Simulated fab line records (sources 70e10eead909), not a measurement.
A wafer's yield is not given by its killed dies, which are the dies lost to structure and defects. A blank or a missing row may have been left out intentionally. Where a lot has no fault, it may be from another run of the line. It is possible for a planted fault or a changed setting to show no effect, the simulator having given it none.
Comparing a struck lot with a sound one | flow nand-harc | 14 out of 1302 route steps
Sound: these wafers, L150.1, L150.5, L150.6. The struck wafers were L156.1, L156.3, L156.6. The cause is named last.
Per side, at each step with rows, come the tool, then ch with its chambers, and then its first start. Under that, the readings that differ: sound wafers | struck wafers | difference of the means | sigmas: that difference in standard deviations of wafers without a fault.
alike: readings whose means differ by less than 2 such deviations, and words and numbers that are the same on both sides. not compared: withheld readings, readings that some wafer has no value for, bounds like >300 that may hide the same value, and numbers for which the record gives no deviation and whose values overlap.
The two part at a step that has a row with sigmas, a row that says differs or no value, or rows on one side only. Numbers that don't overlap but have no deviation are shown without sigmas and don't part them. A reading missing from all wafers of one side parts the sides only when that side holds two or more wafers.

first, 4 steps without rows for these wafers: NHARC_P_GATE_EBR_07; NHARC_P_GATE_EXPOSE_08 (exposes mask P HV); NHARC_P_GATE_PEB_09 (peb time 85 s); NHARC_P_GATE_DEVELOP_10 (time 70 s).
NHARC_P_GATE_CD_MEAS_11: the cd target is 1640 nm.
  sound on cd-sem-03 ch 0, day 10 07:29; struck on cd-sem-02 ch 0, day 12 20:39
  alike: cd-nm
then, 1 step without rows for these wafers: NHARC_P_GATE_HARDBAKE_12 (time 80 s).
NHARC_P_GATE_DESCUM_13: chemistry O2, time 3 s.
  sound on rie-diel-10 ch 0,1,2, day 10 07:41; struck on rie-diel-09 ch 1,2,3, day 12 20:50
  alike: drypump-motor-current-A, oes-product-au, rf-vpp-V, showerhead-plenum-p-Torr, throttle-valve-pct
  not compared: rf-hours-counter-h
then, 5 steps without rows for these wafers: NHARC_P_GATE_ETCH_14 (etches SiO2 in dHF, target depth 48.8 nm); NHARC_P_GATE_STRIP_15 (strips in SPM, time 780 s); NHARC_P_GATE_PRECLEAN_71 (cleans in SC1); NHARC_P_GATE_SRD_72; NHARC_P_GATE_OXIDE_16 (material SiO2, target thk 3 nm, ox time 392 s).
NHARC_P_GATE_CVD_17: deposits poly-Si, target thk 150 nm, time 900 s.
  struck on lpcvd-poly-02, day 13 06:38; sound on lpcvd-poly-04 ch 0, day 10 17:50
  no value came back on the struck wafers for run-length-s (s), spike-tc-bottom-C (C), spike-tc-centre-C (C); on the sound wafers run-length-s (s) reads 901.3 901.3 901.3
NHARC_P_GATE_HM_DEP_102: deposits aC, target thk 120 nm.
  sound on acl-dep-02 ch 0, day 10 20:28; struck on acl-dep-02 ch 0, day 13 13:50
  alike: throttle-valve-pct

== WHERE THEY PART ==
Only at NHARC_P_GATE_CVD_17, within this record. Later steps at which nothing parts them and some readings are alike: NHARC_P_GATE_HM_DEP_102.

WHY: what had been put in by the simulator
Beginning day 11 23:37, the whole step at NHARC_P_GATE_CVD_17 was skipped on lpcvd-poly-02. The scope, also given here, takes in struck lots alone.
